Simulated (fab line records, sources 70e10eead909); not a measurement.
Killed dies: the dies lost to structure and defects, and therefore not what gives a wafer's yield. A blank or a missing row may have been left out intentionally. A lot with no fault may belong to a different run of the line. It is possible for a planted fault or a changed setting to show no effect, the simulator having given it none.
Comparing a struck lot with a sound one	flow nandHarc	14 steps out of a route of 1302
Sound: the wafers L311.1, L311.2, L311.4. Wafers L319.1, L319.4, L319.6 were the ones struck. The cause is named last.
Each step with rows lists, per side, the tool, then ch with its chambers, then its first start. Under that, the readings that differ: sound wafers	struck wafers	difference of the means	sigmas: that difference in standard deviations of wafers without a fault.
alike: words and numbers the same on both sides, and readings whose means are apart by under 2 such deviations; not compared: readings that were withheld, readings missing a value for some wafer, numbers with overlapping values and no deviation given by the record, and bounds like >300 which may hide the same value.
The two part at a step that has a row with sigmas, a row that says differs or no value, or rows on one side only. Numbers that have no deviation but don't overlap get no sigmas and don't part them. Lack of a reading on every wafer of one side parts them only where that side has two or more wafers.

NHARC_P_GATE_RTA_82: time 30 s.
  sound on rtpAnneal-02 ch 0, day 7 18:23; struck on rtpAnneal-01 ch 0, day 11 18:54
  alike: annealTempCMax, lampPowerPct, wafer_temp_C_max
NHARC_P_GATE_INSPECT_68:
  sound on defectInspect-02 at day 7 18:35; struck on defectInspect-02 at day 11 19:06
  alike: rawDefectCount
NHARC_P_CONTACT_DEP_30: deposits SiNx, target thk 30 nm.
  sound on pecvd-03 ch 0,1,2, day 7 18:38; struck on pecvd-04 ch 0,2, day 11 19:14
  alike: heaterPowerOuterW, heaterPowerW
NHARC_P_CONTACT_DEP_00: deposits SiO2, target thk 500 nm.
  sound on pecvd-03 ch 0,1,2; struck on pecvd-04 ch 0,2
  alike: heaterPowerOuterW, heaterPowerW, throttleValvePct
NHARC_P_CONTACT_CMP_01: polishes SiO2, target thk 200 nm.
  sound on cmp-04 ch 0,1,3, day 7 19:22; struck on cmp-03 ch 0,2, day 11 19:53
  alike: edgeZonePressureFrac, motorCurrentA
then, 6 steps without rows for these wafers: NHARC_P_CONTACT_SRD_03; NHARC_P_CONTACT_DEHYDRATE_04 (time 120 s); NHARC_P_CONTACT_HMDS_05 (time 30 s); NHARC_P_CONTACT_COAT_33 (time 75 s); NHARC_P_CONTACT_COAT_34 (time 65 s); NHARC_P_CONTACT_COAT_06 (resist thk 90 nm).
NHARC_P_CONTACT_SOFTBAKE_07: time 55 s.
  sound on lithoTrack-04 ch 0, day 7 19:00; struck on lithoTrack-01 ch 0, day 11 20:00
reading	sound	struck	difference	sigmas
heaterPowerTotalW (W)	188.40 188.56 188.20	193.02 193.09 193.48	+4.81	+34
  alike: chillPlateTempC
following that, these wafers have no rows for 1 step: NHARC_P_CONTACT_EBR_08.
-- the record jumps here: 19 days lie between the struck wafers' starts before and after (it left off in module P_CONTACT and takes up again in module END, whose first step shown is number 1302 of the route) --
NHARC_END_SORT_01:
  sound on prober-01 ch 0, day 25 20:10; struck on prober-01 ch 0, day 30 10:01
reading	sound	struck	difference	sigmas
killedAtArray	27 24 22	62 74 80	+48	+3
killedDies	30 31 33	69 83 85	+48	+3
  alike: killedAtOther, killedAtPeriphery, killedOpen, killedShort

== WHERE THEY PART ==
Earliest at NHARC_P_CONTACT_SOFTBAKE_07; latest, in this record, at NHARC_END_SORT_01.

WHY: the cause the simulator had injected
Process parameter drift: lithoTrack-01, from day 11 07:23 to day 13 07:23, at NHARC_P_CONTACT_SOFTBAKE_07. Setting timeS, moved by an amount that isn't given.
